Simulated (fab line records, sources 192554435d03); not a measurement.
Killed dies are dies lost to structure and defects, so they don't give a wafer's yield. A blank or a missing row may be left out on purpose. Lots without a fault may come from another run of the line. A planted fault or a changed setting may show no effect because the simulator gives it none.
Chamber matching | flow n5_finfet | N5_HKMG_FIN_CMP_94 on cmp-02: 4 sister chambers
The step polishes, stops on SiNx, t overpolish 4.7 s, target thk 43.299 nm. 16 wafers are shown with their chamber, then 7 later ones without.

WAFERS WITH THEIR CHAMBER
wafer  | chamber | motor_current_A (A) | retaining_ring_pressure_frac | pad_life_wafers
L074.2 | 0       | 10.2                | 1.000                        | 810
L074.3 | 1       | 10.9                | 1.000                        | 811
L074.4 | 2       | 12.3                | 0.994                        | 812
L076.1 | 1       | 10.7                | 0.999                        | 924
L076.3 | 0       | 10.4                | 0.999                        | 927
L076.4 | 3       | 12.3                | 1.000                        | 926
L081.1 | 0       | 10.7                | 1.004                        | 1154
L081.2 | 1       | 10.6                | 1.001                        | 1155
L081.3 | 3       | 13.0                | 0.992                        | 1153
L086.2 | 1       | 10.4                | 0.997                        | 1387
L086.3 | 3       | 13.1                | 0.993                        | 1389
L086.4 | 0       | 10.4                | 1.004                        | 1386
L089.1 | 0       | 10.9                | 0.993                        | 1485
L091.2 | 2       | 11.9                | 1.001                        | 1585
L091.3 | 1       | 10.8                | 0.998                        | 1584
L091.4 | 0       | 10.4                | 0.997                        | 1587

SIGNATURES (means of the wafers above)
reading                      | chamber 0 | chamber 1 | chamber 2 | chamber 3 | scatter within a chamber
motor_current_A              | 10.500    | 10.680    | 12.100    | 12.800    | 0.278
retaining_ring_pressure_frac | 0.99950   | 0.99900   | 0.99750   | 0.99500   | 0.00367
pad_life_wafers              | 1224.83   | 1172.20   | 1198.50   | 1156.00   | 330
Rule: a wafer's distance from a chamber is the root of the sum, over the readings, of the square of ((its reading less the chamber's mean) divided by the reading's scatter). The wafer belongs to the nearest chamber; if the next one is less than 2 further off, it can't be placed. The scatter: the root of (the sum of the squares of (reading less its chamber's mean) over the shown wafers, divided by (wafers less chambers)).

WAFERS WITHOUT THEIR CHAMBER
wafer  | motor_current_A (A) | retaining_ring_pressure_frac | pad_life_wafers
L093.2 | 13.2                | 0.997                        | 1665
L093.4 | 10.8                | 1.004                        | 1663
L095.1 | 10.5                | 1.003                        | 1755
L095.3 | 11.3                | 0.995                        | 1753
L095.4 | 13.5                | 1.004                        | 1754
L097.1 | 13.0                | 0.999                        | 1860
L097.4 | 10.9                | 1.005                        | 1862

WHICH CHAMBER EACH WENT THROUGH
wafer  | from the rows above          | in truth
L093.2 | 3                            | 3
L093.4 | can't be placed: 1 or 0      | 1
L095.1 | can't be placed: 0 or 1      | 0
L095.3 | can't be placed: 1 or 2 or 0 | 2
L095.4 | can't be placed: 3 or 2      | 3
L097.1 | can't be placed: 3 or 2      | 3
L097.4 | can't be placed: 1 or 0      | 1
Placed correctly: 1 of 7. Can't be placed from these rows: 6 (the true chamber is among the candidates in 6). Placed wrongly: 0.
